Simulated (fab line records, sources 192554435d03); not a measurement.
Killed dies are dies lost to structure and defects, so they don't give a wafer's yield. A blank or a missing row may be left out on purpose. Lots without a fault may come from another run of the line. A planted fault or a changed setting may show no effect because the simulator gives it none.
Chamber matching | flow n5_finfet | N5_BEOL_M3_ALD_98 on ald_sin-04: 4 sister chambers
The step deposits SiO2, target thk 2.5 nm, pulse time 1 s, co reactant pulse time 1 s. 16 wafers are shown with their chamber, then 8 later ones without.

WAFERS WITH THEIR CHAMBER
wafer  | chamber | heater_power_w (W) | precursor_pulse_height_rel | chamber_pressure_Torr (Torr)
L075.2 | 3       | 75                 | 1.020                      | 2.003
L075.4 | 1       | 71                 | 0.993                      | 1.993
L075.6 | 2       | 80                 | 0.978                      | 2.001
L078.1 | 2       | 81                 | 1.006                      | 2.001
L078.2 | 0       | 72                 | 1.019                      | 2.006
L078.6 | 0       | 73                 | 1.002                      | 1.997
L081.2 | 0       | 74                 | 1.004                      | 1.989
L081.4 | 2       | 83                 | 0.985                      | 2.006
L081.6 | 2       | 81                 | 1.000                      | 2.002
L082.1 | 1       | 72                 | 1.027                      | 1.996
L082.2 | 0       | 75                 | 0.964                      | 2.002
L082.6 | 2       | 83                 | 1.022                      | 2.003
L085.1 | 1       | 70                 | 0.976                      | 1.999
L085.3 | 3       | 73                 | 1.048                      | 2.000
L085.6 | 2       | 82                 | 0.999                      | 2.002
L087.1 | 2       | 84                 | 1.005                      | 2.001

SIGNATURES (means of the wafers above)
reading                    | chamber 0 | chamber 1 | chamber 2 | chamber 3 | scatter within a chamber
heater_power_w             | 73.50     | 71.00     | 82.00     | 74.00     | 1.32
precursor_pulse_height_rel | 0.99725   | 0.99867   | 0.99929   | 1.03400   | 0.0197
chamber_pressure_Torr      | 1.99850   | 1.99600   | 2.00229   | 2.00150   | 0.00411
Rule: a wafer's distance from a chamber is the root of the sum, over the readings, of the square of ((its reading less the chamber's mean) divided by the reading's scatter). The wafer belongs to the nearest chamber; if the next one is less than 2 further off, it can't be placed. The scatter: the root of (the sum of the squares of (reading less its chamber's mean) over the shown wafers, divided by (wafers less chambers)).

WAFERS WITHOUT THEIR CHAMBER
wafer  | heater_power_w (W) | precursor_pulse_height_rel | chamber_pressure_Torr (Torr)
L087.4 | 75                 | 1.028                      | 1.997
L087.6 | 71                 | 1.008                      | 1.995
L092.2 | 72                 | 0.995                      | 2.003
L092.3 | 73                 | 0.970                      | 1.999
L092.5 | 72                 | 0.979                      | 1.998
L097.1 | 82                 | 1.010                      | 1.997
L097.2 | 75                 | 0.984                      | 1.994
L097.6 | 73                 | 1.006                      | 1.995

WHICH CHAMBER EACH WENT THROUGH
wafer  | from the rows above          | in truth
L087.4 | can't be placed: 3 or 0      | 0
L087.6 | can't be placed: 1 or 0      | 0
L092.2 | can't be placed: 0 or 1 or 3 | 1
L092.3 | can't be placed: 0 or 1 or 3 | 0
L092.5 | can't be placed: 1 or 0 or 3 | 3
L097.1 | 2                            | 2
L097.2 | can't be placed: 0 or 1 or 3 | 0
L097.6 | can't be placed: 0 or 1 or 3 | 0
Placed correctly: 1 of 8. Can't be placed from these rows: 7 (the true chamber is among the candidates in 7). Placed wrongly: 0.
